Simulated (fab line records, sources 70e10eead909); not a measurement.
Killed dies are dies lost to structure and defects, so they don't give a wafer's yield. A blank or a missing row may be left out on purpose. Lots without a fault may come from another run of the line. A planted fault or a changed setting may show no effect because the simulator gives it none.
Chamber matching | flow nand_harc | NHARC_P_STI_CMP_21 on cmp-01: 4 sister chambers
The step polishes, t overpolish 20 s, target thk 380.67 nm. 4 wafers are shown with their chamber, then 7 later ones without.

WAFERS WITH THEIR CHAMBER
wafer  | chamber | motor_current_A (A)
L085.1 | 1       | 12.0
L085.3 | 2       | 13.1
L089.1 | 3       | 13.0
L089.4 | 0       | 12.0

WAFERS WITHOUT THEIR CHAMBER
wafer  | motor_current_A (A)
L089.6 | 11.7
L095.1 | 11.7
L095.3 | 11.9
L095.6 | 12.1
L097.3 | 12.1
L097.4 | 13.2
L097.6 | 12.6

WHICH CHAMBER EACH WENT THROUGH
wafer  | from the rows above               | in truth
L089.6 | can't be placed: 0 or 1           | 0
L095.1 | can't be placed: 0 or 1           | 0
L095.3 | can't be placed: 0 or 1           | 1
L095.6 | can't be placed: 0 or 1           | 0
L097.3 | can't be placed: 0 or 1           | 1
L097.4 | can't be placed: 2 or 3           | 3
L097.6 | can't be placed: 3 or 2 or 0 or 1 | 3
Placed correctly: 0 of 7. Can't be placed from these rows: 7 (the true chamber is among the candidates in 7). Placed wrongly: 0.
How it was worked out, from the rows above alone: a wafer's distance from a chamber is the root of the sum, over the readings, of the square of ((its reading less the chamber's mean) divided by the reading's scatter). The wafer belongs to the nearest chamber; if the next one is less than 2 further off, it can't be placed. A chamber's mean is the mean of its shown wafers. The scatter: with one shown wafer a chamber, the root of the mean of the squares of how far each hidden wafer lies from its nearest shown one.
